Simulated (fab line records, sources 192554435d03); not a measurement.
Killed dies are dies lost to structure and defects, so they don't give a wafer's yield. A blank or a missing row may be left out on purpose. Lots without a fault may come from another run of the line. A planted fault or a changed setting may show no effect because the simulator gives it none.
Chamber matching | flow n5_finfet | N5_FIN_SAQP_ETCH_67 on rie_diel-04: 4 sister chambers
The step etches SiNx in CH3F/O2, target depth 30 nm. 4 wafers are shown with their chamber, then 9 later ones without.

WAFERS WITH THEIR CHAMBER
wafer  | chamber | throttle_valve_pct (%)
L079.2 | 0       | 16.76
L088.1 | 2       | 16.70
L088.3 | 1       | 16.29
L088.4 | 3       | 16.12

WAFERS WITHOUT THEIR CHAMBER
wafer  | throttle_valve_pct (%)
L089.1 | 16.71
L089.3 | 16.29
L089.6 | 16.72
L091.1 | 16.32
L091.5 | 16.82
L091.6 | 16.30
L092.1 | 16.79
L092.2 | 16.13
L092.3 | 16.32

WHICH CHAMBER EACH WENT THROUGH
wafer  | from the rows above     | in truth
L089.1 | can't be placed: 2 or 0 | 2
L089.3 | 1                       | 1
L089.6 | can't be placed: 2 or 0 | 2
L091.1 | 1                       | 1
L091.5 | 0                       | 0
L091.6 | 1                       | 1
L092.1 | 0                       | 0
L092.2 | 3                       | 3
L092.3 | 1                       | 1
Placed correctly: 7 of 9. Can't be placed from these rows: 2 (the true chamber is among the candidates in 2). Placed wrongly: 0.
How it was worked out, from the rows above alone: a wafer's distance from a chamber is the root of the sum, over the readings, of the square of ((its reading less the chamber's mean) divided by the reading's scatter). The wafer belongs to the nearest chamber; if the next one is less than 2 further off, it can't be placed. A chamber's mean is the mean of its shown wafers. The scatter: with one shown wafer a chamber, the root of the mean of the squares of how far each hidden wafer lies from its nearest shown one.
